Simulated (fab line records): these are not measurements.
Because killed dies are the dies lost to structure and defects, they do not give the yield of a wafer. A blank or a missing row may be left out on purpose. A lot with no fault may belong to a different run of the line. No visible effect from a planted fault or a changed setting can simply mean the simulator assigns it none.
What tool caused it? :: flow nand-harc :: 13 lots with 39 wafers sampled at 2 steps, on a route of 1302 steps

## WHAT EACH GAUGE READ, for each wafer
NHARC_A_SLIT_CD_MEAS_09: the cd target is 300 nm. Usual: 299.5 nm for cd-nm, sd 0.57.
lot: L847
measured: day 20 05:47
on: cd-sem-01
cd-nm (nm): 300.3 300.4 299.2
flag: 

lot: L848
measured: day 20 21:25
on: cd-sem-03
cd-nm (nm): 299.4 298.4 298.8
flag: 

lot: L849
measured: day 21 13:29
on: cd-sem-01
cd-nm (nm): 299.4 300.1 299.5
flag: 

lot: L851
measured: day 22 09:46
on: cd-sem-03
cd-nm (nm): 298.6 298.7 299.4
flag: 

lot: L853
measured: day 23 04:44
on: cd-sem-01
cd-nm (nm): 298.3 299.5 298.7
flag: 

lot: L852
measured: day 23 05:02
on: cd-sem-01
cd-nm (nm): 299.4 299.5 299.3
flag: 

lot: L854
measured: day 23 14:39
on: cd-sem-02
cd-nm (nm): 299.4 299.4 298.9
flag: 

lot: L857
measured: day 24 03:27
on: cd-sem-02
cd-nm (nm): 299.2 300.5 299.7
flag: 

lot: L858
measured: day 24 13:58
on: cd-sem-02
cd-nm (nm): 300.0 299.3 300.3
flag: 

lot: L863
measured: day 26 00:43
on: cd-sem-01
cd-nm (nm): 299.4 299.8 298.9
flag: 

lot: L864
measured: day 27 02:27
on: cd-sem-02
cd-nm (nm): 299.4 300.2 299.3
flag: 

lot: L865
measured: day 27 11:01
on: cd-sem-03
cd-nm (nm): 299.3 299.2 299.3
flag: 

lot: L869
measured: day 29 08:26
on: cd-sem-02
cd-nm (nm): 300.0 300.2 299.6
flag: 

## TOOL THAT RAN EACH LOT (tool first, then ch and the chambers of the sampled wafers, then the start)
lot: L847
NHARC_A_SLIT_DEP_25: pecvd-02 ch 0,1,2, day 19 23:22

lot: L848
NHARC_A_SLIT_DEP_25: pecvd-04 ch 0,1,2, day 20 16:35

lot: L849
NHARC_A_SLIT_DEP_25: pecvd-04 ch 0,1, day 21 07:55

lot: L851
NHARC_A_SLIT_DEP_25: pecvd-04 ch 0,2, day 22 04:58

lot: L853
NHARC_A_SLIT_DEP_25: pecvd-01 ch 0,2, day 22 22:59

lot: L852
NHARC_A_SLIT_DEP_25: pecvd-04 ch 0,1, day 22 23:02

lot: L854
NHARC_A_SLIT_DEP_25: pecvd-02 ch 0,1,2, day 23 09:52

lot: L857
NHARC_A_SLIT_DEP_25: pecvd-01 ch 0,2, day 23 22:23

lot: L858
NHARC_A_SLIT_DEP_25: pecvd-04 ch 1,2, day 24 09:09

lot: L863
NHARC_A_SLIT_DEP_25: pecvd-01 ch 0,1,2, day 25 20:04

lot: L864
NHARC_A_SLIT_DEP_25: pecvd-01 ch 0,2, day 26 18:55

lot: L865
NHARC_A_SLIT_DEP_25: pecvd-02 ch 0,2, day 27 05:57

lot: L869
NHARC_A_SLIT_DEP_25: pecvd-02 ch 0,1,2, day 29 02:23
- NHARC_A_SLIT_DEP_25: deposits SiO2, target thk 200 nm.

## WHAT THE TOOLS THEMSELVES READ (means of the sampled wafers that have a number; where no wafer has one, the mark that the record gives instead)
NHARC_A_SLIT_DEP_25. Usual: heater-power-w 537 W, standard deviation 57; throttle-valve-pct 15.8 %, standard deviation 0.5.
lot: L847
tool: pecvd-02
heater-power-w (W): 488
throttle-valve-pct (%): 15.8
flag: 

lot: L848
tool: pecvd-04
heater-power-w (W): 554
throttle-valve-pct (%): 15.7
flag: 

lot: L849
tool: pecvd-04
heater-power-w (W): 482
throttle-valve-pct (%): 15.7
flag: 

lot: L851
tool: pecvd-04
heater-power-w (W): 573
throttle-valve-pct (%): 15.7
flag: 

lot: L853
tool: pecvd-01
heater-power-w (W): 529
throttle-valve-pct (%): 15.7
flag: 

lot: L852
tool: pecvd-04
heater-power-w (W): 548
throttle-valve-pct (%): 15.8
flag: 

lot: L854
tool: pecvd-02
heater-power-w (W): 537
throttle-valve-pct (%): 15.9
flag: 

lot: L857
tool: pecvd-01
heater-power-w (W): 567
throttle-valve-pct (%): 15.5
flag: 

lot: L858
tool: pecvd-04
heater-power-w (W): 548
throttle-valve-pct (%): 15.8
flag: 

lot: L863
tool: pecvd-01
heater-power-w (W): 522
throttle-valve-pct (%): 16.0
flag: 

lot: L864
tool: pecvd-01
heater-power-w (W): 557
throttle-valve-pct (%): 15.7
flag: 

lot: L865
tool: pecvd-02
heater-power-w (W): 518
throttle-valve-pct (%): 15.4
flag: 

lot: L869
tool: pecvd-02
heater-power-w (W): 519
throttle-valve-pct (%): 15.7
flag: 

## THE ANSWER, worked out from the rows above alone
Rule: a lot counts as off when the mean over its wafers that have a number is more than 3 standard deviations away from the usual mean. A lot without any number at a reading at which 4 lots or more have one is off too. The other lots that the step has rows for count as sound. After the gauges, taken in route order, come the tools' own readings; for these a lot's mean is taken, as printed above. The first step at which some lot is off is used, and at that step the reading that is off furthest; a lot without a number counts as furthest.
No lot is off at any reading shown: from this, nothing can be told.

## WHAT HAD BEEN PUT IN BY THE SIMULATOR
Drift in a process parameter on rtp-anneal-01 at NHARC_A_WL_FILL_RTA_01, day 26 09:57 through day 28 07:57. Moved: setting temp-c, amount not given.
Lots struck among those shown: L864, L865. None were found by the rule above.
